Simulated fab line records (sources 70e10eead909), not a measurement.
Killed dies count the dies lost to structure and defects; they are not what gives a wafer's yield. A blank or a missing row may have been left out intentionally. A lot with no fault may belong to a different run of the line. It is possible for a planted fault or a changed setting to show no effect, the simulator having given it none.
Chamber matching | flow nand-harc | NHARC_P_STI_DESCUM_14 on rie-diel-03: 4 sister chambers
The step chemistry O2, time 3 s. 14 wafers are shown with their chamber, then 7 later ones without.

WAFERS WITH THEIR CHAMBER
wafer  | chamber | drypump-motor-current-A (A) | oes-product-au (a.u.) | rf-vpp-V (V)
L404.1 | 1       | 5.3                         | 0.987                 | 58.5
L404.4 | 3       | 5.6                         | 0.978                 | 57.9
L404.6 | 3       | 5.7                         | 0.982                 | 56.8
L406.4 | 2       | 5.8                         | 0.988                 | 55.9
L406.5 | 3       | 5.6                         | 0.989                 | 57.9
L406.6 | 0       | 6.4                         | 0.993                 | 57.9
L407.1 | 2       | 5.7                         | 0.983                 | 58.3
L407.3 | 1       | 5.3                         | 0.989                 | 58.4
L407.4 | 0       | 6.4                         | 0.993                 | 58.4
L408.1 | 2       | 5.8                         | 0.991                 | 59.2
L408.4 | 1       | 5.3                         | 0.989                 | 57.3
L408.5 | 3       | 5.6                         | 0.993                 | 57.2
L409.1 | 2       | 5.7                         | 0.992                 | 56.4
L409.3 | 1       | 5.3                         | 0.996                 | 58.2

SIGNATURES (means of the wafers above)
reading                 | chamber 0 | chamber 1 | chamber 2 | chamber 3 | scatter within a chamber
drypump-motor-current-A | 6.400     | 5.300     | 5.750     | 5.625     | 0.0418
oes-product-au          | 0.99300   | 0.99025   | 0.98850   | 0.98550   | 0.00482
rf-vpp-V                | 58.150    | 58.100    | 57.450    | 57.450    | 0.959
Rule: for each reading, subtract the chamber's mean from the wafer's reading, divide by that reading's scatter and square the result; add these up over the readings and take the root, which gives the wafer's distance from the chamber. The wafer belongs to the nearest chamber; if the next one is less than 2 further off, it can't be placed. The scatter is the square root of a quotient: the sum, over the shown wafers, of each reading's squared deviation from its chamber's mean, divided by wafers minus chambers.

WAFERS MISSING THEIR CHAMBER
wafer  | drypump-motor-current-A (A) | oes-product-au (a.u.) | rf-vpp-V (V)
L409.4 | 5.7                         | 1.009                 | 58.4
L413.4 | 6.4                         | 0.982                 | 57.6
L413.5 | 5.2                         | 1.005                 | 57.4
L413.6 | 6.4                         | 0.976                 | 56.8
L416.1 | 5.7                         | 0.993                 | 57.3
L416.5 | 5.6                         | 0.999                 | 57.9
L416.6 | 5.7                         | 0.982                 | 56.1

CHAMBER TAKEN BY EACH
wafer  | from the rows above     | in truth
L409.4 | can't be placed: 2 or 3 | 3
L413.4 | 0                       | 0
L413.5 | 1                       | 1
L413.6 | 0                       | 0
L416.1 | can't be placed: 2 or 3 | 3
L416.5 | can't be placed: 3 or 2 | 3
L416.6 | can't be placed: 2 or 3 | 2
3 of 7 placed correctly. Can't be placed from these rows: 4 (the true chamber is among the candidates in 4). Number placed wrongly: 0.
